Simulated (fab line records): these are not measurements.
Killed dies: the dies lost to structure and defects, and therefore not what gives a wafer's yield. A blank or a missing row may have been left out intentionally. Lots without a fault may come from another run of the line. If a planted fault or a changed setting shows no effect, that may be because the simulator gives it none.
Problem report, 8D (eight disciplines) form, completed by code + flow n5_finfet + the parts of the form that need people (team, actions taken, sign-off) are left out

== 1. WHAT WENT WRONG ==
spin_speed_rpm at N5_BEOL_M2_COAT_68 reads a mean of 1455.8 rpm on 6 wafers of 2 lots; wafers without a fault read 1499.9 rpm with a standard deviation of 1. Measured from the usual mean, that is -44 standard deviations.
The step: time 60 s, resist thk 12 nm.
First observed at day 7 12:51: wafer L870.3, on litho_track-01. Wafers with a number at this step in the record: 30, from 10 lots. The rule behind "out" and "out of limits": a value lying over 4 standard deviations away from the usual mean. Any other wafer with a number is counted as sound.

== 2. WHAT IT IS; WHAT IT IS NOT ==
| question                    | is                     | is not                                                                                                  |
|-----------------------------|------------------------|---------------------------------------------------------------------------------------------------------|
| which readings at this step | spin_speed_rpm         | -                                                                                                       |
| which lots                  | L870, L871             | L866, L873, L880, L882, L883, L884, L885, L889                                                          |
| which wafers of those lots  | all that have a number | -                                                                                                       |
| read on which tools         | litho_track-01         | litho_track-04, litho_track-05                                                                          |
| when                        | from day 7 12:51       | up to then (3 sound wafers); but 21 sound wafers of L873, L880, L882, L883, L884, L885, L889 came after |

== 3. SUSPECTS, AND WHAT RULES EACH OUT ==
Counting: a tool stays on the suspect list if, at a process step up to the reading, it processed all lots that are out and no sound lot following the first of them.
- rie_metal-02 at N5_BEOL_M2_HM_OPEN_17 (chemistry Cl2/BCl3, target TiN, target depth 20 nm, overetch 6 nm): ruled out as a lasting fault. After its first lot that is out, L870 (day 7 12:39), sound lots L873 ran on it.
- litho_track-01 at N5_BEOL_M2_COAT_68 (time 60 s, resist thk 12 nm): ruled out as a lasting fault. After its first lot that is out, L870 (day 7 12:51), sound lots L880, L882, L883 ran on it.
Left after counting: nothing in the record.

== 4. THE CAUSE (what the simulator had put in) ==
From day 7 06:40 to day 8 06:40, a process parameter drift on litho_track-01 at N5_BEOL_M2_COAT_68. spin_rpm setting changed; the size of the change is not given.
Counting ruled it out, wrongly.

== 5. THE EFFECT CHAIN, in route order ==
One row per reading whose mean, taken over the struck wafers that have a number, lies over 3 standard deviations from the usual. Only readings whose record carries a usual standard deviation are examined. hours: median over the lots of the time between each lot's start at the first step of this table that gives one and its start at this step. sigmas: the change, counted in usual standard deviations.
| hours | step               | reading        | usual      | on struck wafers | change | sigmas |
|-------|--------------------|----------------|------------|------------------|--------|--------|
| 0     | N5_BEOL_M2_COAT_68 | spin_speed_rpm | 1499.9 rpm | 1455.8           | -44.1  | -44    |
The process steps in it:
- N5_BEOL_M2_COAT_68: time 60 s, resist thk 12 nm.
At these later measuring or inspecting steps, every struck wafer for which the step has a row has a number for every such reading, and none has moved that far: N5_BEOL_M4_RC_MEAS_101.

== 6. WHAT WOULD HAVE CAUGHT IT SOONER ==
In this record no reading fell out of limits until day 7 12:51, 6 hours after the fault had begun at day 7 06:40.
